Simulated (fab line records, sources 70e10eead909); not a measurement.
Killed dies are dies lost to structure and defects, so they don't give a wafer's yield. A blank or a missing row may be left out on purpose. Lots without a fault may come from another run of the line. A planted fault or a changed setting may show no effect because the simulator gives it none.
Which tool did it? | flow nand_harc | 12 lots, 36 wafers sampled, at 3 steps of a route of 1159

WHAT THE GAUGES READ, wafer by wafer
NHARC_A_CHANNEL_FILL_D1_INSPECT_13.
lot  | measured     | on                | raw_defect_count
L076 | day 11 09:58 | defect_inspect-02 | 270 160 227
L079 | day 11 16:31 | defect_inspect-01 | 382 200 328
L077 | day 11 16:49 | defect_inspect-01 | 421 374 279
L080 | day 11 23:24 | defect_inspect-02 | 217 326 195
L082 | day 13 08:15 | defect_inspect-02 | 180 199 181
L086 | day 13 16:20 | defect_inspect-01 | 245 200 232
L085 | day 13 19:46 | defect_inspect-01 | 183 221 325
L089 | day 14 11:43 | defect_inspect-01 | 313 275 286
L091 | day 15 10:24 | defect_inspect-01 | 232 285 236
L093 | day 15 13:55 | defect_inspect-01 | 394 202 345
L095 | day 16 04:22 | defect_inspect-02 | 430 483 420
L097 | day 16 13:41 | defect_inspect-02 | 173 351 172

WHICH TOOL RAN EACH LOT (tool, then ch and the chambers of the sampled wafers, then the start)
lot  | NHARC_A_CHANNEL_FILL_D1_ALD_14   | NHARC_A_CHANNEL_FILL_D1_ETCHBACK_08
L076 | ald_hk-01 ch 0,3, day 9 17:14    | rie_diel-11 ch 2,3, day 11 09:58 or earlier
L079 | ald_hk-03 ch 0,3, day 9 23:55    | rie_diel-11 ch 1,2,3, day 11 16:31 or earlier
L077 | ald_hk-02 ch 0,1,3, day 9 23:59  | rie_diel-13 ch 0,1,3, day 11 16:49 or earlier
L080 | ald_hk-01 ch 2,3, day 10 06:25   | rie_diel-13 ch 0,2, day 11 23:24 or earlier
L082 | ald_hk-03 ch 0,2,3, day 11 15:16 | rie_diel-10 ch 0,2,3, day 13 08:15 or earlier
L086 | ald_hk-01 ch 0,1,2, day 11 23:13 | rie_diel-10 ch 0,1,2, day 13 16:20 or earlier
L085 | ald_hk-01 ch 0,1,3, day 12 03:19 | rie_diel-10 ch 1,2,3, day 13 19:46 or earlier
L089 | ald_hk-01 ch 0,3, day 12 16:36   | rie_diel-11 ch 1,2,3, day 14 11:43 or earlier
L091 | ald_hk-01 ch 0,1,2, day 13 12:22 | rie_diel-10 ch 0,2,3, day 15 10:24 or earlier
L093 | ald_hk-01 ch 1,2,3, day 13 18:56 | rie_diel-10 ch 0,1,3, day 15 13:55 or earlier
L095 | ald_hk-03 ch 0,2,3, day 14 09:30 | rie_diel-11 ch 0,1,2, day 16 04:22 or earlier
L097 | ald_hk-02 ch 0,1,3, day 14 17:51 | rie_diel-10 ch 0,1,2, day 16 13:41 or earlier
- NHARC_A_CHANNEL_FILL_D1_ALD_14: deposits SiO2, target thk 2.5 nm, pulse time 10 s, ald cycles 25.
- NHARC_A_CHANNEL_FILL_D1_ETCHBACK_08: etches the open film in C4F8, target depth 220 nm, time 110 s.

THE ANSWER, worked out from the rows above alone
Rule: what is usual is taken from the lots themselves. Put in order of their means at a reading, lots are off if they are a third of the lots or fewer, leave a main group of 4 or more, and stand apart from it by a gap of 3 or more times the standard deviation of the main group's means; of several such gaps the widest counts. A main group whose means are all the same, to the digits that the tables above print for the reading, isn't used. A lot without any number at a reading at which 4 lots or more have one is off too. The other lots that the step has rows for count as sound.
No lot is off at any reading shown: from this, nothing can be told.

WHAT THE SIMULATOR HAD PUT IN
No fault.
